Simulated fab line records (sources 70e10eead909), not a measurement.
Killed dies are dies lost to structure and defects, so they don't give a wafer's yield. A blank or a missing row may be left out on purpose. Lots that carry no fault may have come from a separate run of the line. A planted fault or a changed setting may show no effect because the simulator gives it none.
What tool caused it?	flow nand harc	Sampling: 13 lots, 39 wafers, 5 of 1302 route steps

## WHAT EACH GAUGE READ, for each wafer
NHARC_A_DECK1_JOINT_THK_MEAS_14: measures by ellipsometry. Usual: thk nm reads 51.1 nm (standard deviation 1.4).
lot	measured	on	thk nm (nm)	flag
L499	day 11 12:04	film metro-01	51.8 48.2 49.8	
L498	day 11 12:04	film metro-02	52.9 53.0 52.6	
L503	day 13 05:07	film metro-02	50.6 49.5 49.7	
L504	day 14 02:02	film metro-01	50.1 48.8 49.8	
L505	day 14 14:50	film metro-01	52.1 49.8 52.0	
L507	day 14 21:19	film metro-01	50.7 49.5 50.6	
L506	day 14 21:19	film metro-02	51.0 51.6 50.9	
L509	day 16 05:14	film metro-01	49.9 49.2 51.0	
L510	day 16 05:14	film metro-02	52.7 50.2 51.8	
L511	day 16 13:46	film metro-01	51.3 51.6 50.8	
L518	day 19 18:55	film metro-01	52.1 51.3 53.1	
L519	day 19 22:44	film metro-01	51.8 51.2 53.1	
L520	day 20 11:19	film metro-01	52.9 51.4 52.2	

NHARC_A_ONON_D2_THK_MEAS_02: measures by ellipsometry. Usual: thk nm reads 997 nm (standard deviation 8.8).
lot	measured	on	thk nm (nm)	flag
L499	day 12 10:23	film metro-02	1002 1002 1005	
L498	day 12 10:20	film metro-01	990 987 989	
L503	day 14 16:22	film metro-01	988 987 986	
L504	day 15 01:33	film metro-02	994 997 996	
L505	day 15 12:48	film metro-01	1000 998 999	
L507	day 15 18:32	film metro-02	1010 1009 1011	
L506	day 15 18:28	film metro-01	983 983 981	
L509	day 17 08:07	film metro-01	1000 997 998	
L510	day 17 08:04	film metro-02	1014 1557 1014	OFF
L511	day 17 14:53	film metro-02	996 1538 997	OFF
L518	day 20 20:49	film metro-02	995 993 996	
L519	day 20 20:49	film metro-01	1006 1006 1004	
L520	day 21 20:01	film metro-01	997 994 996	

NHARC_END_SORT_01. Usual: killed at array 59, standard deviation 19; killed at other 0.6, standard deviation 0.85; killed at periphery 3.8, standard deviation 2.5; killed dies 64, standard deviation 19; killed open 3.3, standard deviation 1.8; killed short 2.2, standard deviation 1.6.
lot	measured	on	killed at array	killed at other	killed at periphery	killed dies	killed open	killed short	flag
L503	day 26 17:01	prober-01	72 74 67	0 0 0	7 2 9	79 76 76	3 2 8	3 2 2	
L506	day 28 06:04	prober-01	89 78 67	0 1 1	0 3 7	89 82 75	6 3 5	3 3 3	
L510	day 29 19:04	prober-01	59 675 60	1 1 0	2 1 2	62 677 62	3 4 0	0 2 5	OFF
L511	day 30 04:56	prober-02	84 675 71	0 0 0	3 2 4	87 677 75	4 5 3	1 2 3	OFF

## TOOL THAT RAN EACH LOT (tool first, then ch and the chambers of the sampled wafers, then the start)
lot	NHARC_A_CHANNEL_FILL_D1_ETCHBACK_20	NHARC_A_ONON_D2_DEP_00
L499	rie diel-13 ch 1,3, day 10 00:23	pecvd onon-04 ch 0, day 12 09:55
L498	rie diel-12 ch 0,2,3, day 10 00:23	pecvd onon-02 ch 0, day 12 09:53
L503	rie diel-06 ch 0,2,3, day 11 18:49	pecvd onon-01 ch 0, day 14 15:51
L504	rie diel-13 ch 0,2,3, day 12 14:29	pecvd onon-01 ch 0, day 15 01:02
L505	rie diel-13 ch 1,2,3, day 13 03:44	pecvd onon-04 ch 0, day 15 12:24
L507	rie diel-13 ch 0,1,3, day 13 11:08	pecvd onon-04 ch 0, day 15 18:05
L506	rie diel-12 ch 0,1, day 13 11:08	pecvd onon-01 ch 0, day 15 18:04
L509	rie diel-12 ch 0,2,3, day 14 17:47	pecvd onon-02 ch 0, day 17 07:37
L510	rie diel-13 ch 1,2,3, day 14 17:47	pecvd onon-01 ch 0, day 17 07:40
L511	rie diel-13 ch 0,1,3, day 15 01:39	pecvd onon-01 ch 0, day 17 14:29
L518	rie diel-06 ch 0,2, day 18 08:46	pecvd onon-01 ch 0, day 20 20:17
L519	rie diel-13 ch 0,3, day 18 12:26	pecvd onon-04 ch 0, day 20 20:28
L520	rie diel-06 ch 1,2,3, day 18 21:38	pecvd onon-01 ch 0, day 21 19:31
- NHARC_A_CHANNEL_FILL_D1_ETCHBACK_20: etches the open film in C4F8/O2/Ar, target depth 27 nm, time 13.5 s.
- NHARC_A_ONON_D2_DEP_00: target thk 1000 nm.

## WHAT THE TOOLS THEMSELVES READ (means of the sampled wafers that have a number; where no wafer has one, the mark that the record gives instead)
NHARC_A_CHANNEL_FILL_D1_ETCHBACK_20. Usual: chamber pressure mTorr 25.000 mTorr, standard deviation 0.021; oes product au 0.96 a.u., standard deviation 0.035; rf vpp V 980 V, standard deviation 6.5.
lot	tool	chamber pressure mTorr (mTorr)	oes product au (a.u.)	rf vpp V (V)	flag
L499	rie diel-13	25.005	1.00	987	
L498	rie diel-12	25.002	0.93	976	
L503	rie diel-06	24.994	1.00	982	
L504	rie diel-13	24.977	0.92	982	
L505	rie diel-13	25.013	0.93	984	
L507	rie diel-13	24.989	0.93	984	
L506	rie diel-12	25.010	1.00	975	
L509	rie diel-12	24.991	1.00	975	
L510	rie diel-13	25.006	0.93	984	
L511	rie diel-13	24.998	0.93	986	
L518	rie diel-06	24.988	0.96	988	
L519	rie diel-13	24.982	1.01	985	
L520	rie diel-06	25.027	1.00	977	

NHARC_A_ONON_D2_DEP_00. Usual: n2 flow sccm 2750 sccm, standard deviation 8.1; n2o flow sccm 2000 sccm, standard deviation 5.1.
lot	tool	n2 flow sccm (sccm)	n2o flow sccm (sccm)	flag
L499	pecvd onon-04	2745	1993	
L498	pecvd onon-02	2746	2000	
L503	pecvd onon-01	2750	1997	
L504	pecvd onon-01	2750	2002	
L505	pecvd onon-04	2753	2001	
L507	pecvd onon-04	2746	2004	
L506	pecvd onon-01	2756	1999	
L509	pecvd onon-02	2758	1999	
L510	pecvd onon-01	2748	2001	
L511	pecvd onon-01	2747	2001	
L518	pecvd onon-01	2751	2008	
L519	pecvd onon-04	2750	2001	
L520	pecvd onon-01	2756	1998	

## THE ANSWER, worked out from the rows above alone
Rule: lot off if the mean of its wafers having a number is beyond 3 standard deviations from the usual mean. Also off: a lot with no number at a reading for which 4 or more lots have one. The other lots that the step has rows for count as sound. After the gauges, taken in route order, come the tools' own readings; for these a lot's mean is taken, as printed above. The first step at which some lot is off is used, and at that step the reading that is off furthest; a lot without a number counts as furthest.
Off: L510, L511, at NHARC_A_ONON_D2_THK_MEAS_02 (thk nm).
If a tool, at a process step before that reading, ran all the lots that are off and no sound lot after the first of them, it fits. Not tried: the gauges at NHARC_A_ONON_D2_THK_MEAS_02; whatever is off there is also off at NHARC_END_SORT_01, on other tools, and gauge error can't account for it. No candidate that was tried fits.

## WHAT HAD BEEN PUT IN BY THE SIMULATOR
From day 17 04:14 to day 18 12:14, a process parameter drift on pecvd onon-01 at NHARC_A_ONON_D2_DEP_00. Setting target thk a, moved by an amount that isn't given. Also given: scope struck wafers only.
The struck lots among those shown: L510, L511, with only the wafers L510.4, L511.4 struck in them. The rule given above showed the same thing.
